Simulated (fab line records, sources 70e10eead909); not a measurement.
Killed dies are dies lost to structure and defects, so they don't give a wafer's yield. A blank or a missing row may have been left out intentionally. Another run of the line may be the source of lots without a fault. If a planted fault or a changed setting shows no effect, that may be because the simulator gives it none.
fab line records ; flow nand-harc
[record] lots = 11; wafers = 32; last-day = 34
route steps=1302 shown P_M2@331 END@1302
lots that met no fault: taken from a fault-free run of the same line
start-h: the number of hours between the record's first day and the start of the first shown wafer of the lot ; wait-h: how many hours have passed since the lot's step before this one ; " repeats the value in the row above ; L1.1+2: one row covering several wafers at once ; - value missing, or start not given ; * or withheld: withheld ; < > ~ a bound
route shown NAME@n: names a module that has steps shown in the file, with the first one's number in the route ; usual: average and standard deviation across the fault-free wafers ; same: alike in all rows ; chamber/n: place in a boat ; sites: per-site readings ; _std_site: standard deviation of those values ; _edge_site: outer sites' mean less inner sites' ; radius-mm: for every site, how far away it sits from the centre of the wafer ; mask NAME#n: copy n ; behind: the last tool/chamber to shape the wafer ; hold: what put the lot on hold/how long, in hours/how the hold closed ; device: the n, p or np transistor that did not switch ; end of line: the route-end tests of the same wafers ; a step given without rows: its recipe and nothing more ; killed: count of dies lost to structure and defects at first sort (not the wafer's yield) ; map: dies across one wafer; x = killed, . = not, _ = none there
set.NAME: the setting that was run; set.NAME@STEP: the one run at that earlier step ; model.NAME: the simulator's own value behind a step, which no gauge read
the route's steps for a sample of lots (tables are steps, rows are wafers)
services: the hour from which a tool's chamber was out of use, counted from the record's first day as start-h (under 0 if before that day), plus the number of hours and why
[[steps]]
[step NHARC_P_M2_DESCUM_14]
[recipe] time-s = 3; o2-flow-sccm = 200; ar-flow-sccm = 0; bias-power-w = 0; chemistry = O2
[usual] drypump-motor-current-A = 5.7/0.52; oes-product-au = 0.998/0.01; rf-vpp-V = 57.9/0.91; showerhead-plenum-p-Torr = 1.93/0.072; throttle-valve-pct = 11.310/0.0089
[same] time-s = 3
lot.wafer;tool;chamber;start-h;wait-h;drypump-motor-current-A;oes-product-au;rf-hours-counter-h;rf-vpp-V;showerhead-plenum-p-Torr;throttle-valve-pct
L491.3;rie-diel-01;1;150.08;0.1;6.1;1.017;7.0;57.6;1.99;11.302
L491.4;rie-diel-01;2;150.08;0.1;5.4;1.005;3.9;56.8;1.80;11.314
L491.6;rie-diel-01;0;150.08;0.1;6.3;0.985;-;58.5;1.99;11.320
L493.1;rie-diel-08;1;166.77;0.1;5.9;0.995;7.8;57.0;1.89;11.315
L493.4;rie-diel-08;2;166.77;0.1;6.3;0.997;7.2;58.2;2.01;11.298
L493.5;rie-diel-08;0;166.77;0.1;5.1;0.984;-;58.5;1.86;11.305
L496.2;rie-diel-01;3;198.75;0.1;6.1;0.990;9.0;58.1;2.04;11.313
L496.3;rie-diel-01;0;198.75;0.1;6.3;1.011;10.2;58.6;1.99;11.306
L496.5;rie-diel-01;2;198.75;0.1;5.4;1.012;-;57.8;1.80;11.309
L497.4;rie-diel-05;1;209.42;0.1;5.8;1.001;9.6;57.8;1.82;11.305
L497.1;rie-diel-05;3;209.42;0.1;6.0;1.013;8.5;56.8;1.90;11.296
L497.6;rie-diel-05;0;209.42;0.1;5.1;0.997;-;59.2;1.97;11.305
L499.1;rie-diel-08;0;228.60;0.1;5.1;0.999;1.7;58.3;1.85;11.309
L499.3;rie-diel-08;1;228.60;0.1;5.9;0.987;1.6;57.9;1.89;11.298
L500.2;rie-diel-08;1;243.21;0.1;5.9;0.999;2.5;57.6;1.89;11.304
L500.4;rie-diel-08;2;243.21;0.1;6.4;1.007;2.1;59.5;2.01;11.312
L500.6;rie-diel-08;1;243.21;0.1;5.9;0.993;-;56.2;1.89;11.312
L506.1;rie-diel-01;3;306.17;0.1;6.1;0.979;7.6;59.4;2.04;11.312
L506.4;rie-diel-01;0;306.17;0.1;6.2;0.988;7.3;58.2;1.99;11.315
L506.5;rie-diel-01;3;306.17;0.1;6.1;0.983;-;58.0;2.04;11.302
L507.2;rie-diel-08;1;310.55;0.1;6.0;0.993;5.6;58.4;1.89;11.318
L507.1;rie-diel-08;2;310.55;0.1;6.3;1.007;5.0;57.6;2.01;11.306
L507.6;rie-diel-08;1;310.55;0.1;5.9;0.990;-;58.7;1.89;11.299
L508.2;rie-diel-08;1;317.42;0.1;5.9;0.980;6.1;57.6;1.88;11.322
L508.3;rie-diel-08;0;317.42;0.1;5.1;0.998;5.0;56.9;1.85;11.303
L508.6;rie-diel-08;2;317.42;0.1;6.4;0.994;-;58.9;2.01;11.323
L511.4;rie-diel-08;2;352.69;0.1;6.4;0.991;7.2;57.7;2.01;11.322
L511.3;rie-diel-08;3;352.69;0.1;5.0;1.001;6.6;59.8;1.94;11.306
L511.5;rie-diel-08;1;352.69;0.1;5.9;0.988;-;59.3;1.88;11.305
L512.4;rie-diel-08;0;365.90;0.1;5.1;0.992;7.4;57.9;1.85;11.314
L512.3;rie-diel-08;1;365.90;0.1;5.9;0.983;8.3;57.6;1.88;11.325
L512.6;rie-diel-08;3;365.90;0.1;5.0;1.009;-;56.4;1.94;11.316
[step NHARC_P_M2_ETCH_35]
[recipe] target-depth-a = 400; overetch-a = 120; time-s = 43.94; ion-energy-ev = 200; n2-flow-sccm = 150; h2-flow-sccm = 150; ar-flow-sccm = 0; rf-w = 400; bias-w = 150; chemistry = N2/H2
[usual] drypump-motor-current-A = 5.7/0.53; oes-product-au = 0.999/0.01; rf-vpp-V = 431.0/2.3; showerhead-plenum-p-Torr = 2.06/0.079; throttle-valve-pct = 14.171/0.01
[same] time-s = 43.94
lot.wafer;tool;chamber;start-h;wait-h;drypump-motor-current-A;oes-product-au;rf-hours-counter-h;rf-vpp-V;showerhead-plenum-p-Torr;throttle-valve-pct
L491.4;rie-diel-01;1;150.15;0.1;6.1;1.014;7.0;431.3;2.12;14.152
L491.3;rie-diel-01;0;150.15;0.1;6.3;1.002;7.3;432.6;2.13;14.167
L491.6;rie-diel-01;1;150.15;0.1;6.1;1.009;-;433.8;2.12;14.171
L493.4;rie-diel-08;1;166.85;0.1;5.9;0.997;7.8;431.2;2.01;14.155
L493.1;rie-diel-08;3;166.85;0.1;5.0;1.015;6.9;431.5;2.07;14.178
L493.5;rie-diel-08;1;166.85;0.1;5.9;0.998;-;429.6;2.01;14.167
L496.2;rie-diel-01;1;198.82;0.1;6.0;1.008;10.1;434.5;2.12;14.161
L496.3;rie-diel-01;3;198.82;0.1;6.1;0.977;9.0;434.2;2.18;14.173
L496.5;rie-diel-01;2;198.82;0.1;5.4;1.006;-;427.1;1.92;14.156
L497.4;rie-diel-05;1;209.49;0.1;5.8;0.997;9.6;425.2;1.93;14.179
L497.1;rie-diel-05;0;209.49;0.1;5.0;0.992;9.8;433.0;2.11;14.179
L497.6;rie-diel-05;1;209.49;0.1;5.8;0.994;-;426.7;1.93;14.167
L499.1;rie-diel-08;1;228.70;0.1;5.9;0.999;1.6;429.5;2.01;14.161
L499.3;rie-diel-08;2;228.70;0.1;6.4;1.016;1.4;431.9;2.15;14.173
L500.4;rie-diel-08;0;243.29;0.1;5.1;0.996;2.6;429.4;1.97;14.160
L500.2;rie-diel-08;1;243.29;0.1;5.9;0.996;2.5;430.6;2.01;14.173
L500.6;rie-diel-08;0;243.29;0.1;5.1;0.990;-;429.8;1.97;14.165
L506.4;rie-diel-01;2;306.26;0.1;5.4;1.003;5.6;428.6;1.92;14.185
L506.1;rie-diel-01;0;306.26;0.1;6.3;1.016;7.3;432.8;2.12;14.162
L506.5;rie-diel-01;2;306.26;0.1;5.4;0.998;-;427.9;1.92;14.163
L507.2;rie-diel-08;0;310.66;0.1;5.1;1.002;4.5;429.3;1.97;14.183
L507.1;rie-diel-08;1;310.66;0.1;5.9;0.987;5.6;429.9;2.01;14.177
L507.6;rie-diel-08;0;310.66;0.1;5.1;1.000;-;428.9;1.97;14.168
L508.2;rie-diel-08;3;317.51;0.1;5.0;0.992;4.7;430.9;2.07;14.183
L508.3;rie-diel-08;1;317.51;0.1;5.9;0.978;6.1;429.6;2.01;14.168
L508.6;rie-diel-08;2;317.51;0.1;6.4;1.005;-;432.8;2.15;14.169
L511.4;rie-diel-08;1;352.77;0.1;5.9;0.994;7.8;429.8;2.01;14.159
L511.3;rie-diel-08;0;352.77;0.1;5.1;1.005;6.9;428.1;1.97;14.174
L511.5;rie-diel-08;2;352.77;0.1;6.3;1.015;-;433.8;2.15;14.173
L512.3;rie-diel-08;2;365.98;0.1;6.4;0.998;7.5;433.9;2.15;14.173
L512.4;rie-diel-08;3;365.98;0.1;5.0;0.997;6.9;430.8;2.07;14.191
L512.6;rie-diel-08;1;365.98;0.1;5.9;0.974;-;430.0;2.01;14.169
[step NHARC_P_M2_PRE_CLEAN_30]
[recipe] time-s = 30; temp-c = 280; gas = H2/He
[usual] heater-power-w = 417/54
[same] time-s = 30
lot.wafer;tool;chamber;start-h;wait-h;heater-power-w
L491.4;pvd-sputter-01;-;-;-;333
L491.3;pvd-sputter-01;-;-;-;377
L491.6;pvd-sputter-01;-;-;-;478
L493.1;pvd-sputter-01;-;-;-;374
L493.4;pvd-sputter-01;-;-;-;346
L493.5;pvd-sputter-01;-;-;-;483
L496.3;pvd-sputter-02;-;-;-;459
L496.2;pvd-sputter-02;-;-;-;404
L496.5;pvd-sputter-02;-;-;-;456
L497.4;pvd-sputter-02;-;-;-;474
L497.1;pvd-sputter-02;-;-;-;342
L497.6;pvd-sputter-02;-;-;-;464
L499.1;pvd-sputter-02;-;-;-;475
L499.3;pvd-sputter-02;-;-;-;400
L500.2;pvd-sputter-02;-;-;-;457
L500.4;pvd-sputter-02;-;-;-;344
L500.6;pvd-sputter-02;-;-;-;478
L506.4;pvd-sputter-02;-;-;-;393
L506.1;pvd-sputter-02;-;-;-;482
L506.5;pvd-sputter-02;-;-;-;305
L507.1;pvd-sputter-02;-;-;-;465
L507.2;pvd-sputter-02;-;-;-;383
L507.6;pvd-sputter-02;-;-;-;460
L508.3;pvd-sputter-03;-;-;-;438
L508.2;pvd-sputter-03;-;-;-;435
L508.6;pvd-sputter-03;-;-;-;423
L511.4;pvd-sputter-02;-;-;-;462
L511.3;pvd-sputter-02;-;-;-;488
L511.5;pvd-sputter-02;-;-;-;321
L512.4;pvd-sputter-02;-;-;-;304
L512.3;pvd-sputter-02;-;-;-;488
L512.6;pvd-sputter-02;-;-;-;313
[step NHARC_P_M2_PVD_20]
[recipe] target-thk-a = 50; bias-v = 168.6; power-w = 15000; chamber-pressure-pa = 0.12; time-s = 8.06; substrate-temp-c = 50; material = TaN
[usual] throttle-valve-pct = 30.2/0.95; time-s = 8.06/0
lot.wafer;tool;chamber;start-h;wait-h;throttle-valve-pct;time-s
L491.4;pvd-sputter-01;-;151.20;-;29.4;8.06
L491.3;pvd-sputter-01;-;151.20;-;29.2;8.06
L491.6;pvd-sputter-01;-;151.20;-;29.1;8.06
L493.4;pvd-sputter-01;-;167.90;-;28.8;8.06
L493.1;pvd-sputter-01;-;167.90;-;29.1;8.06
L493.5;pvd-sputter-01;-;167.90;-;29.7;8.06
L496.2;pvd-sputter-02;-;199.87;-;31.3;8.06
L496.3;pvd-sputter-02;-;199.87;-;30.2;8.06
L496.5;pvd-sputter-02;-;199.87;-;31.1;8.06
L497.4;pvd-sputter-02;-;210.54;-;31.4;4.5428
L497.1;pvd-sputter-02;-;210.54;-;30.9;8.06
L497.6;pvd-sputter-02;-;210.54;-;30.6;4.5428
L499.1;pvd-sputter-02;-;229.76;-;30.6;8.06
L499.3;pvd-sputter-02;-;229.76;-;29.6;8.06
L500.4;pvd-sputter-02;-;244.35;-;29.4;4.5428
L500.2;pvd-sputter-02;-;244.35;-;31.0;8.06
L500.6;pvd-sputter-02;-;244.35;-;29.4;4.5428
L506.1;pvd-sputter-02;-;307.30;-;28.6;8.06
L506.4;pvd-sputter-02;-;307.30;-;30.2;8.06
L506.5;pvd-sputter-02;-;307.30;-;30.4;8.06
L507.2;pvd-sputter-02;-;311.72;-;31.3;8.06
L507.1;pvd-sputter-02;-;311.72;-;28.7;8.06
L507.6;pvd-sputter-02;-;311.72;-;31.2;8.06
L508.2;pvd-sputter-03;-;318.63;-;31.0;8.06
L508.3;pvd-sputter-03;-;318.63;-;30.0;8.06
L508.6;pvd-sputter-03;-;318.63;-;30.4;8.06
L511.4;pvd-sputter-02;-;353.86;-;30.4;8.06
L511.3;pvd-sputter-02;-;353.86;-;31.3;8.06
L511.5;pvd-sputter-02;-;353.86;-;28.6;8.06
L512.3;pvd-sputter-02;-;367.02;-;31.2;8.06
L512.4;pvd-sputter-02;-;367.02;-;30.3;8.06
L512.6;pvd-sputter-02;-;367.02;-;31.3;8.06
[step NHARC_END_SORT_01]
[recipe] temp-c = 25
[usual] defect-limited-yield = 91.8/2.8; killed-at-array = 51/18; killed-at-other = 1.0/1.2; killed-at-periphery = 3.7/2.9; killed-dies = 55/19; killed-open = 3.5/1.9; killed-short = 2.6/1.6; sort_bin_2_pct = 2.9/1.3; sort_bin_3_pct = 0.6/0.38; sort_bin_4_pct = 4.6/1.5; sort-n-pass = 622/19; sort-rim-yield-pct = 94/3.2; sort-yield-pct = 91.8/2.8
[same] gross-dies = 677; sort_bin_5_pct[%] = 0; sort_bin_6_pct[%] = 0; sort_bin_7_pct[%] = 0; sort_bin_8_pct[%] = 0; sort-rim-n-gross = 106.00
lot.wafer;tool;chamber;start-h;wait-h;defect-limited-yield[%];killed-at-array;killed-at-other;killed-at-periphery;killed-dies;killed-open;killed-short;sort_bin_2_pct[%];sort_bin_3_pct[%];sort_bin_4_pct[%];sort-n-pass;sort-rim-yield-pct[%];sort-yield-pct[%]
L491.3;prober-01;0;594.84;3.1;92.0;53;0;1;54;4;4;3.7;1.2;3.1;623;96;92.0
L491.4;prober-01;0;595.64;3.4;91.4;51;3;4;58;7;1;3.0;1.5;4.1;619;94;91.4
L491.6;prober-01;0;597.25;4.0;93.2;44;0;2;46;4;2;2.4;0.3;4.1;631;95;93.2
L508.2;prober-02;0;740.70;2.8;91.3;51;3;5;59;6;7;2.5;0.4;5.8;618;93;91.3
L508.3;prober-02;0;741.51;3.1;89.7;66;4;0;70;1;3;3.2;0.6;6.5;607;96;89.7
L508.6;prober-02;0;743.91;4.0;94.5;33;3;1;37;3;4;2.1;0.6;2.8;640;89;94.5
L512.3;prober-02;0;796.64;3.1;94.7;35;0;1;36;6;6;1.8;0.3;3.2;641;90;94.7
L512.4;prober-02;0;797.45;3.4;89.7;65;1;4;70;6;2;3.4;1.2;5.8;607;98;89.7
L512.6;prober-02;0;799.06;4.0;92.0;53;0;1;54;5;3;2.8;0.7;4.4;623;91;92.0
// killed by level:class
L491.3 A_CHANNEL_HOLE_D1:chamber-film-flake=36 A_CONTACT:chamber-film-flake=5 A_CHANNEL_FILL_D1:geometric-particle:short=2 A_CHANNEL_HOLE_D2:chamber-film-flake=2 P_M0:geometric-particle:open=1 A_CHANNEL_FILL_D2:geometric-particle:short=1 A_STAIRCASE:geometric-particle:short=1 A_WL_FILL:geometric-particle:open=1
L491.4 A_CHANNEL_HOLE_D1:chamber-film-flake=37 A_CHANNEL_HOLE_D2:chamber-film-flake=5 P_CONTACT:geometric-particle:open=2 A_WL_FILL:geometric-particle:open=2 A_STAIRCASE:chamber-film-flake=2 A_CONTACT:chamber-film-flake=2 THIN_TSV:chamber-film-flake=2 P_M2:geometric-particle:open=1
L491.6 A_CHANNEL_HOLE_D1:chamber-film-flake=32 A_CONTACT:chamber-film-flake=5 A_CHANNEL_HOLE_D2:chamber-film-flake=3 P_GATE:geometric-particle:open=1 P_M0:geometric-particle:open=1 A_ONON_D1:geometric-particle:open=1 A_CHANNEL_HOLE_D2:geometric-particle:short=1 A_SGD_CUT:geometric-particle:short=1
L508.2 A_CHANNEL_HOLE_D2:chamber-film-flake=28 A_CHANNEL_HOLE_D1:chamber-film-flake=6 A_CONTACT:chamber-film-flake=4 A_SLIT:chamber-film-flake=3 A_WL_FILL:geometric-particle:open=2 THIN_TSV:chamber-film-flake=2 P_CONTACT:geometric-particle:short=1 P_CONTACT:geometric-particle:open=1
L508.3 A_CHANNEL_HOLE_D2:chamber-film-flake=25 A_CHANNEL_HOLE_D1:chamber-film-flake=15 A_CONTACT:chamber-film-flake=13 A_SLIT:chamber-film-flake=5 THIN_TSV:chamber-film-flake=4 A_DECK1_JOINT:chamber-film-flake=2 A_ONON_D1:geometric-particle:short=1 A_ONON_D2:geometric-particle:short=1
L508.6 A_CONTACT:chamber-film-flake=8 A_CHANNEL_HOLE_D1:chamber-film-flake=6 A_CHANNEL_HOLE_D2:chamber-film-flake=6 A_SLIT:chamber-film-flake=3 THIN_TSV:chamber-film-flake=3 A_ONON_D2:geometric-particle:open=2 A_WL_FILL:chamber-film-flake=2 P_CONTACT:geometric-particle:short=1
L512.3 A_SLIT:chamber-film-flake=11 A_WL_FILL:chamber-film-flake=4 A_CONTACT:chamber-film-flake=4 A_DECK1_JOINT:geometric-particle:short=2 A_CHANNEL_FILL_D2:geometric-particle:open=2 A_BLC:geometric-particle:open=2 A_M0:geometric-particle:open=2 A_CHANNEL_HOLE_D2:chamber-film-flake=2
L512.4 A_CHANNEL_HOLE_D2:chamber-film-flake=29 A_SLIT:chamber-film-flake=23 A_CONTACT:chamber-film-flake=5 A_DECK1_JOINT:chamber-film-flake=2 P_CONTACT:geometric-particle:short=1 P_M0:geometric-particle:open=1 P_M1:geometric-particle:open=1 A_CHANNEL_HOLE_D1:geometric-particle:open=1
L512.6 A_CHANNEL_HOLE_D2:chamber-film-flake=24 A_SLIT:chamber-film-flake=15 A_CHANNEL_HOLE_D1:geometric-particle:open=2 A_WL_FILL:chamber-film-flake=2 A_CONTACT:chamber-film-flake=2 A_SOURCE_PLATE:geometric-particle:short=1 A_DECK1_JOINT:geometric-particle:short=1 A_CHANNEL_FILL_D2:geometric-particle:short=1
[[services]]
tool;chamber;start-h;hours;kind
rie-diel-05;1;127.70;9.0;repair
rie-diel-08;0;145.33;-;clean
rie-diel-08;1;145.33;-;clean
rie-diel-08;2;145.33;-;clean
pvd-sputter-01;-;146.70;0.9;repair
rie-diel-05;2;150.77;6.3;repair
pvd-sputter-03;-;170.00;10.0;pm
rie-diel-05;2;175.66;4.2;repair
pvd-sputter-02;-;176.00;2.1;repair
rie-diel-08;-;190.80;9.0;pm
rie-diel-01;-;203.88;9.0;pm
rie-diel-05;-;217.84;0.8;repair
pvd-sputter-01;-;226.00;10.0;pm
rie-diel-05;-;229.60;9.0;pm
rie-diel-08;2;233.70;1.9;repair
rie-diel-08;0;251.07;27.3;repair
rie-diel-01;3;269.51;12.3;repair
rie-diel-01;2;275.44;16.7;repair
pvd-sputter-02;-;282.01;10.0;pm
rie-diel-08;3;304.86;9.4;repair
rie-diel-05;0;316.02;13.5;repair
rie-diel-08;-;331.24;0.8;repair
pvd-sputter-01;-;345.91;2.4;repair
pvd-sputter-03;-;348.00;10.0;pm
[[key]]
[first-sign] step = NHARC_P_M2_PVD_20; reading = time-s; direction = down; sigmas = 99+; usual = *; struck = *
effect none on later readings
met-at NHARC_P_M2_PVD_20
struck-lots L497,L500
struck-wafers L497.4,L497.6,L500.4,L500.6
not-acting-at NHARC_P_M2_DESCUM_14,NHARC_P_M2_ETCH_35,NHARC_P_M2_PRE_CLEAN_30
onset-between 199.87 210.54
[fault] kind = process-parameter-drift; tool = pvd-sputter-02; chamber = -; onset-h = 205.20; steps = NHARC_P_M2_PVD_20; channel = time-s; offset = *; shape = step; end-h = 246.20; scope = struck-wafers-only; acts-in = *; stated = *
